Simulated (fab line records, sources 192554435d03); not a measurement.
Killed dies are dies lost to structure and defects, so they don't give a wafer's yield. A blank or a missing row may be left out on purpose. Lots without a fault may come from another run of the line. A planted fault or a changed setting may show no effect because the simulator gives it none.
fab line records | flow n5_finfet
record lots=7 wafers=39
route steps=1938 shown STI_FIN_REVEAL@190 HKMG_FIN@448 MOL_CONTACT_COAG@586 BEOL_M3@981 BEOL_M6@1194
start_h: hours from the record's first day to the start of the lot's first wafer shown | wait_h: hours since the lot's step before | " the same as in the row above | L1.1+2: a row that stands for several wafers | - no value, or no start given | * or withheld: withheld | < > ~ a bound
route shown NAME@n: a module of which the file shows steps, and the number in the route of the first | usual: mean/standard deviation of fault-free wafers | same: alike in all rows | chamber/n: place in a boat | sites: the reading at each site | _std_site: their standard deviation | _edge_site: outer sites' mean less inner sites' | radius_mm: how far each site lies from the wafer's centre | mask NAME#n: copy n | behind: the tool/chamber that last shaped the wafer | hold: why the lot was held/for how many hours/how that ended | device: the transistor (n, p or np) that didn't switch | end of line: the same wafers' tests at the end of the route | a step without rows: its recipe alone | killed: dies lost to structure and defects at the first sort, not the wafer's yield | map: a wafer's dies, x killed, . not, _ none there
set.NAME: the setting as run; set.NAME@STEP: as run at that earlier step | model.NAME: the simulator's own value behind a step, which no gauge read
lots whose settings were changed on purpose; a table a step, a row a wafer
## steps
# step N5_STI_FIN_REVEAL_ETCHBACK_08
# recipe chemistry=C4F6/O2 target=SiO2 target_depth_a=305 time_s=10.167 ion_energy_ev=250 pressure_mtorr=30 source_w=345 bias_w=185 Ar_flow_sccm=300 C4F6_flow_sccm=10 O2_flow_sccm=10
# columns lot.wafer tool chamber start_h wait_h set.target_depth_a
L074.1+3+5 rie_diel-03 1,3,1 33.72 0.2 133.6
L074.2+4+6 " 0,2,2 " " 305
L075.2+5+6 rie_diel-03 2,3,2 42.21 0.4 305
L079.1+3+5 rie_diel-03 0,3,1 66.57 0.3 305
L079.2+4+6 " 1,2,2 " " 352.6
L082.1+2+3+4+5+6 rie_diel-01 1,2,3,2,1,3 86.00 0.4 305
L087.1+2+3+4+5+6 rie_diel-03 2,1,3,0,0,1 111.98 0.2 305
L095.1+2+4 rie_diel-03 1,3,0 158.89 0.2 487.6
L095.3+5+6 " 2,2,1 " " 305
L097.1+5+6 rie_diel-05 1,3,2 171.10 0.2 305
L097.2+3+4 " 3,2,0 " " 137.5
# step N5_STI_FIN_REVEAL_STRIP_24
# recipe chemistry=N2/H2 time_s=90 power_w=100 temp_c=40 pressure_mtorr=100 rf_frequency_hz=6e+07 bias_power_w=3 n2_flow_sccm=300 h2_flow_sccm=300
# step N5_STI_FIN_REVEAL_PRECLEAN_25
# recipe chemistry=SPM time_s=90 temp_c=120 mix=4:1
# step N5_STI_FIN_REVEAL_SRD_23
# recipe dry=ipa_marangoni time_s=30 temp_c=23 rinse_liquid=diw
# step N5_STI_FIN_REVEAL_FIN_H_MEAS_10
# usual trench_depth_nm=52.0/0.79
# columns lot.wafer tool chamber start_h wait_h set.target_depth_a@STI_FIN_REVEAL_ETCHBACK_08 trench_depth_nm
L074.1 ocd-02 - 36.67 0.0 133.6 36.1
L074.2 " - " " 305 51.8
L074.3 " - " " 133.6 35.6
L074.4 " - " " 305 51.5
L074.5 " - " " 133.6 35.7
L074.6 " - " " 305 52.2
L075.2 ocd-02 - 45.16 0.0 305 51.7
L075.5 " - " " 305 52.3
L075.6 " - " " 305 51.7
L079.1 ocd-01 - 69.52 0.0 305 52.8
L079.2 " - " " 352.6 57.8
L079.3 " - " " 305 52.6
L079.4 " - " " 352.6 56.4
L079.5 " - " " 305 52.6
L079.6 " - " " 352.6 56.4
L082.1 ocd-02 - 88.95 0.0 305 52.5
L082.2 " - " " 305 53.0
L082.3 " - " " 305 52.7
L082.4 " - " " 305 53.5
L082.5 " - " " 305 52.8
L082.6 " - " " 305 52.4
L087.1 ocd-01 - 115.06 0.0 305 52.1
L087.2 " - " " 305 53.2
L087.3 " - " " 305 52.6
L087.4 " - " " 305 52.9
L087.5 " - " " 305 52.0
L087.6 " - " " 305 53.1
L095.1 ocd-01 - 161.84 0.0 487.6 70.7
L095.2 " - " " 487.6 70.4
L095.3 " - " " 305 50.5
L095.4 " - " " 487.6 70.1
L095.5 " - " " 305 51.0
L095.6 " - " " 305 52.6
L097.1 ocd-01 - 174.05 0.0 305 51.8
L097.2 " - " " 137.5 34.8
L097.3 " - " " 137.5 34.8
L097.4 " - " " 137.5 35.0
L097.5 " - " " 305 51.0
L097.6 " - " " 305 50.8
# step N5_HKMG_FIN_NWFM_ALD_20
# recipe material=TiAlC target_thk_a=20 temp_c=300 ald_precursor_family=TiCl4 ald_co_reactant=TEA pulse_time_s=3 purge_time_s=2 co_reactant_purge_time_s=2 co_reactant_pulse_time_s=10 ald_cycles=7 pressure_torr=3
# columns lot.wafer tool chamber start_h wait_h set.ald_cycles model.TiAlC_of_HKMG_FIN_NWFM_ALD_20.thk_nm
L074.1+2+4 ald_metal-03 3,2,0 78.01 0.3 7 2
L074.3+5+6 " 1,0,3 " " 9 2.6
L075.2+5+6 ald_metal-02 1,3,2 84.53 0.3 7 2
L079.1+5+6 ald_metal-04 0,1,0 108.15 0.3 5 1.4
L079.2+3+4 " 3,1,2 " " 7 2
L082.1+2+4 ald_metal-03 2,0,1 129.04 0.3 10 2.8
L082.3+5+6 " 3,3,2 " " 7 2
L087.1+2+6 ald_metal-02 1,3,3 157.78 0.3 10 2.8
L087.3+4+5 " 0,2,2 " " 7 2
L095.1+2+3+4+5+6 ald_metal-04 2,3,1,0,0,1 202.44 0.3 7 2
L097.1+2+6 ald_metal-04 0,1,3 214.84 0.3 7 2
L097.3+4+5 " 3,2,2 " " 6 1.8
# step N5_MOL_CONTACT_COAG_VIA_ETCH_46
# recipe chemistry=C4F6/O2 target_depth_a=460 overetch_a=92 mask_material=SOC target=SiO2 bias_w=455 pressure_mtorr=10 time_s=40 source_w=325 Ar_flow_sccm=300 C4F6_flow_sccm=10 O2_flow_sccm=10 ion_energy_ev=575.3 ends=end_point
# columns lot.wafer tool chamber start_h wait_h set.target_depth_a model.etch.depth_nm model.SOC_of_MOL_CONTACT_COAG_COAT_75.thk_nm
L074.1 rie_diel-05 1 99.72 0.0 460 45.82 51.2
L074.2 " 0 " " 460 45.93 51
L074.3 " 3 " " 460 45.8 51.2
L074.4 " 2 " " 460 46.7 51.2
L074.5 " 2 " " 460 46.53 51.6
L074.6 " 1 " " 460 46.79 51.2
L075.2 rie_diel-01 3 107.13 0.0 460 45.74 50.6
L075.5 " 1 " " 460 45.84 50.8
L075.6 " 2 " " 460 47.18 50.6
L079.1 rie_diel-01 0 130.16 0.0 304.9 39.96 52.6
L079.2 " 2 " " 460 45.39 50.8
L079.3 " 3 " " 304.9 39.7 52.6
L079.4 " 1 " " 304.9 39.89 53
L079.5 " 1 " " 460 46.41 51
L079.6 " 2 " " 460 46.57 50.8
L082.1 rie_diel-01 1 148.49 0.0 460 45 50.6
L082.2 " 0 " " 460 44.7 50.4
L082.3+5 " 2 " " 460 46.15 50.4
L082.4 " 0 " " 460 45.29 50.4
L082.6 " 1 " " 460 45.47 50.6
L087.1 rie_diel-01 1 180.07 0.0 327.7 41.76 52.6
L087.2 " 2 " " 460 44.81 50.8
L087.3 " 0 " " 327.7 41.65 52.2
L087.4 " 3 " " 460 45.39 50.8
L087.5 " 1 " " 460 45.27 50.8
L087.6 " 2 " " 327.7 42.73 52.4
L095.1 rie_diel-01 0 225.15 0.0 460 44.54 50.8
L095.2 " 2 " " 460 45.74 50.8
L095.3 " 3 " " 460 45.11 51
L095.4 " 1 " " 460 46.2 50.6
L095.5 " 1 " " 460 45.67 50.8
L095.6 " 0 " " 460 46.46 50.8
L097.1 rie_diel-05 3 236.95 0.0 460 46.02 50.8
L097.2 " 0 " " 460 45.9 50.8
L097.3 " 2 " " 460 46.45 51
L097.4 " 1 " " 460 46.79 50.6
L097.5 " 1 " " 460 46.28 50.8
L097.6 " 0 " " 460 46.81 50.6
# step N5_MOL_CONTACT_COAG_STRIP_96
# recipe chemistry=N2/H2 power_w=500 temp_c=40 pressure_mtorr=50 rf_frequency_hz=6e+07 overash_fraction=0.3 bias_power_w=28 h2_frac=0.5 n2_flow_sccm=300 h2_flow_sccm=300
# step N5_MOL_CONTACT_COAG_ETCH_47
# recipe chemistry=CH3F/O2 target=SiNx target_depth_a=270 mask_material=SiO2 stop_on=W over_etch_frac=0.2 ion_energy_ev=120 endpoint=OES-CN pressure_mtorr=30 source_w=395 bias_w=73 Ar_flow_sccm=150 CH3F_flow_sccm=30 O2_flow_sccm=20 ends=end_point
# usual oes_product_au=0.70/0.075
# columns lot.wafer tool chamber start_h wait_h set.target_depth_a@MOL_CONTACT_COAG_VIA_ETCH_46 oes_product_au
L074.1 rie_diel-05 1 99.83 0.0 460 0.67
L074.2 " 0 " " 460 0.69
L074.3 " 3 " " 460 0.65
L074.4 " 2 " " 460 0.62
L074.5 " 2 " " 460 0.62
L074.6 " 1 " " 460 0.66
L075.2 rie_diel-01 3 107.24 0.0 460 0.61
L075.5 " 1 " " 460 0.69
L075.6 " 2 " " 460 0.73
L079.1 rie_diel-01 0 130.27 0.0 304.9 0.36
L079.2 " 2 " " 460 0.72
L079.3 " 3 " " 304.9 0.26
L079.4 " 1 " " 304.9 0.29
L079.5 " 1 " " 460 0.69
L079.6 " 2 " " 460 0.73
L082.1 rie_diel-01 1 148.60 0.0 460 0.68
L082.2 " 0 " " 460 0.84
L082.3 " 2 " " 460 0.72
L082.4 " 0 " " 460 0.84
L082.5 " 2 " " 460 0.72
L082.6 " 1 " " 460 0.68
L087.1 rie_diel-01 1 180.17 0.0 327.7 0.42
L087.2 " 2 " " 460 0.71
L087.3 " 0 " " 327.7 0.60
L087.4 " 3 " " 460 0.83
L087.5 " 1 " " 460 0.67
L087.6 " 2 " " 327.7 0.54
L095.1 rie_diel-01 0 225.26 0.0 460 0.78
L095.2 " 2 " " 460 0.69
L095.3 " 3 " " 460 0.77
L095.4 " 1 " " 460 0.67
L095.5 " 1 " " 460 0.66
L095.6 " 0 " " 460 0.78
L097.1 rie_diel-05 3 237.05 0.0 460 0.61
L097.2 " 0 " " 460 0.66
L097.3 " 2 " " 460 0.59
L097.4 " 1 " " 460 0.64
L097.5 " 1 " " 460 0.64
L097.6 " 0 " " 460 0.65
# step N5_MOL_CONTACT_COAG_STRIP_119
# recipe chemistry=N2/H2 time_s=30 power_w=1000 temp_c=250 pressure_mtorr=withheld n2_flow_sccm=1750 h2_flow_sccm=3250
# step N5_MOL_CONTACT_COAG_PRECLEAN_144
# recipe chemistry=alkaline_clean temp_c=60 time_s=60 do_ppb=50
# step N5_MOL_CONTACT_COAG_STRIP_120
# recipe chemistry=CHF3 resist=SiARC rf_frequency_hz=6e+07
# step N5_MOL_CONTACT_COAG_VIA_ETCH_117
# recipe chemistry=C4F6/O2 target_depth_a=400 overetch_a=80 mask_material=SOC target=SiO2 bias_w=455 pressure_mtorr=10 time_s=26 source_w=325 Ar_flow_sccm=300 C4F6_flow_sccm=10 O2_flow_sccm=10 ion_energy_ev=575.3 ends=end_point
# step N5_MOL_CONTACT_COAG_ETCH_124
# recipe chemistry=CH3F/O2 target=SiNx target_depth_a=65 mask_material=SOC stop_on=SiOC over_etch_frac=0.3 ion_energy_ev=120 pressure_mtorr=30 source_w=395 bias_w=73 Ar_flow_sccm=150 CH3F_flow_sccm=30 O2_flow_sccm=20 ends=end_point
# usual oes_product_au=0.64/0.056
# columns lot.wafer tool chamber start_h wait_h set.target_depth_a@MOL_CONTACT_COAG_VIA_ETCH_46 oes_product_au
L074.1 rie_diel-01 1 101.31 0.0 460 0.66
L074.2 " 3 " " 460 0.59
L074.3 " 2 " " 460 0.69
L074.4 " 1 " " 460 0.66
L074.5 " 2 " " 460 0.69
L074.6 " 3 " " 460 0.59
L075.2 rie_diel-03 0 108.49 0.0 460 0.62
L075.5 " 3 " " 460 0.65
L075.6 " 2 " " 460 0.62
L079.1 rie_diel-01 3 131.72 0.0 304.9 0.26
L079.2 " 2 " " 460 0.68
L079.3 " 0 " " 304.9 0.35
L079.4 " 1 " " 304.9 0.29
L079.5 " 3 " " 460 0.59
L079.6 " 2 " " 460 0.69
L082.1 rie_diel-05 2 150.13 0.0 460 0.59
L082.2 " 0 " " 460 0.65
L082.3 " 3 " " 460 0.62
L082.4 " 1 " " 460 0.63
L082.5 " 3 " " 460 0.62
L082.6 " 2 " " 460 0.60
L087.1 rie_diel-03 0 183.31 0.0 327.7 0.39
L087.2 " 3 " " 460 0.64
L087.3 " 1 " " 327.7 0.53
L087.4 " 1 " " 460 0.71
L087.5 " 3 " " 460 0.63
L087.6 " 0 " " 327.7 0.47
L095.1 rie_diel-03 1 226.43 0.0 460 0.70
L095.2 " 2 " " 460 0.59
L095.3 " 3 " " 460 0.62
L095.4 " 0 " " 460 0.60
L095.5 " 1 " " 460 0.70
L095.6 " 0 " " 460 0.60
L097.1 rie_diel-05 3 238.35 0.0 460 0.60
L097.2 " 2 " " 460 0.58
L097.3 " 1 " " 460 0.61
L097.4 " 0 " " 460 0.63
L097.5 " 2 " " 460 0.58
L097.6 " 3 " " 460 0.61
# step N5_MOL_CONTACT_COAG_ETCH_48
# recipe chemistry=C4F6/O2 target_depth_a=150 overetch_a=45 mask_material=SOC target=SiOC bias_w=465 pressure_mtorr=10 time_s=17 source_w=335 Ar_flow_sccm=300 C4F6_flow_sccm=10 O2_flow_sccm=10 ion_energy_ev=576
# usual oes_product_au=0.62/0.06
# columns lot.wafer tool chamber start_h wait_h set.target_depth_a@MOL_CONTACT_COAG_VIA_ETCH_46 oes_product_au
L074.1 rie_diel-01 1 101.35 0.0 460 0.67
L074.2 " 3 " " 460 0.52
L074.3 " 2 " " 460 0.66
L074.4 " 1 " " 460 0.62
L074.5 " 2 " " 460 0.62
L074.6 " 3 " " 460 0.62
L075.2 rie_diel-03 0 108.53 0.0 460 0.61
L075.5 " 3 " " 460 0.63
L075.6 " 2 " " 460 0.57
L079.1 rie_diel-01 3 131.76 0.0 304.9 0.26
L079.2 " 2 " " 460 0.65
L079.3 " 0 " " 304.9 0.35
L079.4 " 1 " " 304.9 0.29
L079.5 " 3 " " 460 0.56
L079.6 " 2 " " 460 0.62
L082.1 rie_diel-05 2 150.17 0.0 460 0.60
L082.2 " 0 " " 460 0.67
L082.3 " 3 " " 460 0.62
L082.4 " 1 " " 460 0.64
L082.5 " 3 " " 460 0.63
L082.6 " 2 " " 460 0.62
L087.1 rie_diel-03 0 183.35 0.0 327.7 0.40
L087.2 " 3 " " 460 0.65
L087.3 " 1 " " 327.7 0.55
L087.4 " 1 " " 460 0.67
L087.5 " 3 " " 460 0.67
L087.6 " 0 " " 327.7 0.46
L095.1 rie_diel-03 1 226.47 0.0 460 0.66
L095.2 " 2 " " 460 0.57
L095.3 " 3 " " 460 0.61
L095.4 " 0 " " 460 0.59
L095.5 " 1 " " 460 0.66
L095.6 " 0 " " 460 0.57
L097.1 rie_diel-05 3 238.39 0.0 460 0.60
L097.2 " 2 " " 460 0.56
L097.3 " 1 " " 460 0.62
L097.4 " 0 " " 460 0.62
L097.5 " 2 " " 460 0.57
L097.6 " 3 " " 460 0.59
# step N5_BEOL_M3_ETCH_41
# recipe chemistry=CH3F/O2 target=SiCN target_depth_a=299 taper_deg=2 time_s=52.5 ion_energy_ev=120 mask_material=TiN pressure_mtorr=30 source_w=395 bias_w=75 Ar_flow_sccm=150 CH3F_flow_sccm=30 O2_flow_sccm=20
# columns lot.wafer tool chamber start_h wait_h set.target_depth_a model.etch.depth_nm
L074.1 rie_diel-06 0 - - 203.9 13.43
L074.2 " 1 " " 203.9 13.53
L074.3 " 2 " " 299 20.02
L074.4 " 3 " " 299 19.94
L074.5 " 1 " " 203.9 13.54
L074.6 " 0 " " 299 19.73
L075.2 rie_diel-02 2 - - 299 20.02
L075.5 " 2 " " 299 20.11
L075.6 " 1 " " 299 20.09
L079.1 rie_diel-04 1 - - 168.7 11.29
L079.2 " 0 " " 168.7 10.82
L079.3 " 2 " " 299 19.66
L079.4 " 3 " " 299 19.73
L079.5 " 0 " " 299 19.03
L079.6 " 3 " " 168.7 11.07
L082.1 rie_diel-04 1 - - 204.3 13.6
L082.2 " 3 " " 299 19.7
L082.3 " 2 " " 204.3 13.51
L082.4 " 0 " " 299 19.17
L082.5 " 0 " " 299 19.2
L082.6 " 1 " " 204.3 13.72
L087.1 rie_diel-04 2 - - 299 19.78
L087.2 " 1 " " 252.5 16.66
L087.3 " 0 " " 299 19.37
L087.4 " 3 " " 299 19.6
L087.5 " 1 " " 252.5 16.73
L087.6 " 2 " " 252.5 16.55
L095.1 rie_diel-06 3 - - 299 19.74
L095.2 " 1 " " 236.7 15.49
L095.3 " 0 " " 236.7 15.51
L095.4 " 2 " " 299 19.92
L095.5 " 3 " " 299 19.7
L095.6 " 2 " " 236.7 15.73
L097.1+6 rie_diel-02 2 - - 299 19.77
L097.2 " 0 " " 299 19.89
L097.3 " 3 " " 299 19.59
L097.4 " 1 " " 299 19.99
L097.5 " 1 " " 299 19.92
# step N5_BEOL_M6_ILD_DEP_00
# recipe material=SiCOH_lowk target_thk_a=1797.5 temp_c=300 precursor=DEMS/porogen pressure_torr=5 rf_w=500 time_s=33.4
# columns lot.wafer tool chamber start_h wait_h set.time_s model.SiCOH_lowk_of_BEOL_M6_ILD_DEP_00.thk_nm
L074.1 pecvd-01 2 170.11 0.0 39.73 209.2
L074.2 " 0 " " 33.4 175.8
L074.3 " 1 " " 39.73 207.8
L074.4 " 1 " " 39.73 211.8
L074.5 " 2 " " 33.4 178
L074.6 " 0 " " 33.4 179.2
L075.2 pecvd-01 2 175.87 0.0 33.4 176
L075.5 " 1 " " 33.4 180.6
L075.6 " 0 " " 33.4 181.8
L079.1 pecvd-02 1 199.26 0.0 33.4 179.2
L079.2 " 0 " " 33.4 181.2
L079.3 " 2 " " 33.4 178.6
L079.4 " 0 " " 33.4 184.2
L079.5 " 2 " " 33.4 180
L079.6 " 1 " " 33.4 181.4
L082.1 pecvd-04 1 220.10 0.0 48.26 257.2
L082.2 " 0 " " 33.4 178.4
L082.3 " 2 " " 33.4 177.4
L082.4 " 1 " " 33.4 179.8
L082.5 " 0 " " 48.26 258
L082.6 " 2 " " 48.26 257.6
L087.1 pecvd-01 2 253.49 0.0 33.4 177.8
L087.2 " 1 " " 33.4 177.2
L087.3 " 2 " " 23.29 127.8
L087.4 " 1 " " 33.4 181.2
L087.5 " 1 " " 23.29 126.8
L087.6 " 2 " " 23.29 129
L095.1 pecvd-04 0 296.47 0.0 33.4 178.6
L095.2 " 2 " " 25.03 134
L095.3 " 1 " " 33.4 180.4
L095.4 " 2 " " 33.4 177
L095.5 " 1 " " 25.03 136
L095.6 " 0 " " 25.03 135.8
L097.1 pecvd-02 0 313.00 0.0 18.08 97.4
L097.2 " 2 " " 33.4 178.4
L097.3 " 1 " " 33.4 176.6
L097.4 " 0 " " 18.08 99.2
L097.5 " 1 " " 18.08 97.8
L097.6 " 2 " " 33.4 182.2
# step N5_BEOL_M6_CURE_74
# recipe temp_c=385 time_s=240 ambient=He/Ar material=SiCOH_lowk
# columns lot.wafer tool chamber start_h wait_h set.time_s@BEOL_M6_ILD_DEP_00 model.SiCOH_lowk_of_BEOL_M6_ILD_DEP_00.thk_nm
L074.1 uv_cure-02 2 170.18 0.0 39.73 180.6
L074.2 " 2 " " 33.4 151.6
L074.3 " 2 " " 39.73 179.4
L074.4 " 2 " " 39.73 183
L074.5 " 2 " " 33.4 153.4
L074.6 " 2 " " 33.4 154.6
L075.2 uv_cure-03 2 176.02 0.1 33.4 151.8
L075.5 " 2 " " 33.4 155.8
L075.6 " 2 " " 33.4 156.8
L079.1 uv_cure-03 2 199.33 0.0 33.4 154.6
L079.2 " 2 " " 33.4 156.2
L079.3 " 2 " " 33.4 154
L079.4 " 2 " " 33.4 158.8
L079.5 " 2 " " 33.4 155.2
L079.6 " 2 " " 33.4 156.6
L082.1 uv_cure-02 1 220.16 0.0 48.26 222.8
L082.2 " 1 " " 33.4 153.8
L082.3 " 1 " " 33.4 153
L082.4 " 1 " " 33.4 155
L082.5 " 1 " " 48.26 223.6
L082.6 " 1 " " 48.26 223.2
L087.1 uv_cure-01 1 253.83 0.3 33.4 153.4
L087.2 " 1 " " 33.4 152.8
L087.3 " 1 " " 23.29 109.8
L087.4 " 1 " " 33.4 156.4
L087.5 " 1 " " 23.29 109
L087.6 " 1 " " 23.29 111
L095.1 uv_cure-01 1 296.54 0.0 33.4 154
L095.2 " 1 " " 25.03 115.2
L095.3 " 1 " " 33.4 155.6
L095.4 " 1 " " 33.4 152.6
L095.5 " 1 " " 25.03 117
L095.6 " 1 " " 25.03 116.8
L097.1 uv_cure-03 0 313.07 0.0 18.08 83.6
L097.2 " 0 " " 33.4 153.8
L097.3 " 0 " " 33.4 152.2
L097.4 " 0 " " 18.08 85.2
L097.5 " 0 " " 18.08 84
L097.6 " 0 " " 33.4 157.2
# step N5_BEOL_M6_THK_MEAS_01
# recipe reads=SiCOH_lowk_of_BEOL_M6_ILD_DEP_00
# usual M6_ILD_THK=155.1/2
# columns lot.wafer tool chamber start_h wait_h set.time_s@BEOL_M6_ILD_DEP_00 M6_ILD_THK[nm]
L074.1 film_metro-02 - 170.69 0.4 39.73 180.5
L074.2 " - " " 33.4 151.6
L074.3 " - " " 39.73 179.6
L074.4 " - " " 39.73 183.1
L074.5 " - " " 33.4 153.4
L074.6 " - " " 33.4 154.6
L075.2 film_metro-02 - 176.45 0.4 33.4 151.8
L075.5 " - " " 33.4 155.9
L075.6 " - " " 33.4 156.7
L079.1 film_metro-02 - 199.85 0.4 33.4 154.5
L079.2 " - " " 33.4 156.2
L079.3 " - " " 33.4 153.8
L079.4 " - " " 33.4 158.8
L079.5 " - " " 33.4 155.2
L079.6 " - " " 33.4 156.5
L082.1 film_metro-02 - 220.68 0.4 48.26 223.0
L082.2 " - " " 33.4 153.7
L082.3 " - " " 33.4 152.8
L082.4 " - " " 33.4 155.1
L082.5 " - " " 48.26 223.5
L082.6 " - " " 48.26 223.3
L087.1 film_metro-02 - 254.82 0.8 33.4 153.4
L087.2 " - " " 33.4 152.7
L087.3 " - " " 23.29 109.8
L087.4 " - " " 33.4 156.4
L087.5 " - " " 23.29 109.0
L087.6 " - " " 23.29 110.9
L095.1 film_metro-01 - 297.05 0.4 33.4 154.0
L095.2 " - " " 25.03 115.2
L095.3 " - " " 33.4 155.6
L095.4 " - " " 33.4 152.5
L095.5 " - " " 25.03 117.1
L095.6 " - " " 25.03 116.9
L097.1 film_metro-01 - 313.58 0.4 18.08 83.7
L097.2 " - " " 33.4 154.0
L097.3 " - " " 33.4 152.2
L097.4 " - " " 18.08 85.2
L097.5 " - " " 18.08 84.0
L097.6 " - " " 33.4 157.2
## key
split step=N5_STI_FIN_REVEAL_ETCHBACK_08 setting=target_depth_a stated=305 by=wafer
response step=N5_STI_FIN_REVEAL_FIN_H_MEAS_10 reading=trench_depth_nm change=+0.3 per=1% r=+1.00
split step=N5_HKMG_FIN_NWFM_ALD_20 setting=ald_cycles stated=7 by=wafer
response step=N5_HKMG_FIN_NWFM_ALD_20 reading=model.TiAlC_of_HKMG_FIN_NWFM_ALD_20.thk_nm change=+0.0192 per=1% r=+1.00
split step=N5_MOL_CONTACT_COAG_VIA_ETCH_46 setting=target_depth_a stated=460 by=wafer
response step=N5_MOL_CONTACT_COAG_VIA_ETCH_46 reading=model.etch.depth_nm change=+0.153 per=1% r=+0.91
response step=N5_MOL_CONTACT_COAG_VIA_ETCH_46 reading=model.SOC_of_MOL_CONTACT_COAG_COAT_75.thk_nm change=-0.0555 per=1% r=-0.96
response step=N5_MOL_CONTACT_COAG_ETCH_47 reading=oes_product_au change=+0.0102 per=1% r=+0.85
response step=N5_MOL_CONTACT_COAG_ETCH_124 reading=oes_product_au change=+0.00884 per=1% r=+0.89
response step=N5_MOL_CONTACT_COAG_ETCH_48 reading=oes_product_au change=+0.00813 per=1% r=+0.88
split step=N5_BEOL_M3_ETCH_41 setting=target_depth_a stated=299 by=wafer
response step=N5_BEOL_M3_ETCH_41 reading=model.etch.depth_nm change=+0.193 per=1% r=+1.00
split step=N5_BEOL_M6_ILD_DEP_00 setting=time_s stated=33.4 by=wafer
response step=N5_BEOL_M6_ILD_DEP_00 reading=model.SiCOH_lowk_of_BEOL_M6_ILD_DEP_00.thk_nm change=+1.75 per=1% r=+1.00
response step=N5_BEOL_M6_CURE_74 reading=model.SiCOH_lowk_of_BEOL_M6_ILD_DEP_00.thk_nm change=+1.52 per=1% r=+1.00
response step=N5_BEOL_M6_THK_MEAS_01 reading=M6_ILD_THK change=+1.52 per=1% r=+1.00
